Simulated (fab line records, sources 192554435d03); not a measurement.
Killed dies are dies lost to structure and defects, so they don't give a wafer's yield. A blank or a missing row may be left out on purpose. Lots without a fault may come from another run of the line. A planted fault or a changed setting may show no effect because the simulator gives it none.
Chamber matching | flow n5_finfet | N5_SD_EPI_P_SD_RECESS_17 on rie_si-01: 4 sister chambers
The step chemistry HBr/Cl2/O2, target depth 39.1 nm, bt time 3 s. 4 wafers are shown with their chamber, then 10 later ones without.

WAFERS WITH THEIR CHAMBER
wafer  | chamber | throttle_valve_pct (%)
L084.3 | 2       | 36.92
L087.1 | 3       | 36.80
L089.1 | 0       | 36.61
L089.4 | 1       | 37.24

WAFERS WITHOUT THEIR CHAMBER
wafer  | throttle_valve_pct (%)
L089.6 | 36.81
L092.2 | 36.91
L092.4 | 37.24
L092.5 | 37.24
L076.2 | 37.26
L076.3 | 36.91
L076.5 | 37.24
L097.1 | 36.81
L097.3 | 36.92
L097.6 | 36.91

WHICH CHAMBER EACH WENT THROUGH
wafer  | from the rows above | in truth
L089.6 | 3                   | 3
L092.2 | 2                   | 2
L092.4 | 1                   | 1
L092.5 | 1                   | 1
L076.2 | 1                   | 1
L076.3 | 2                   | 2
L076.5 | 1                   | 1
L097.1 | 3                   | 3
L097.3 | 2                   | 2
L097.6 | 2                   | 2
Placed correctly: 10 of 10. Can't be placed from these rows: 0. Placed wrongly: 0.
How it was worked out, from the rows above alone: a wafer's distance from a chamber is the root of the sum, over the readings, of the square of ((its reading less the chamber's mean) divided by the reading's scatter). The wafer belongs to the nearest chamber; if the next one is less than 2 further off, it can't be placed. A chamber's mean is the mean of its shown wafers. The scatter: with one shown wafer a chamber, the root of the mean of the squares of how far each hidden wafer lies from its nearest shown one.
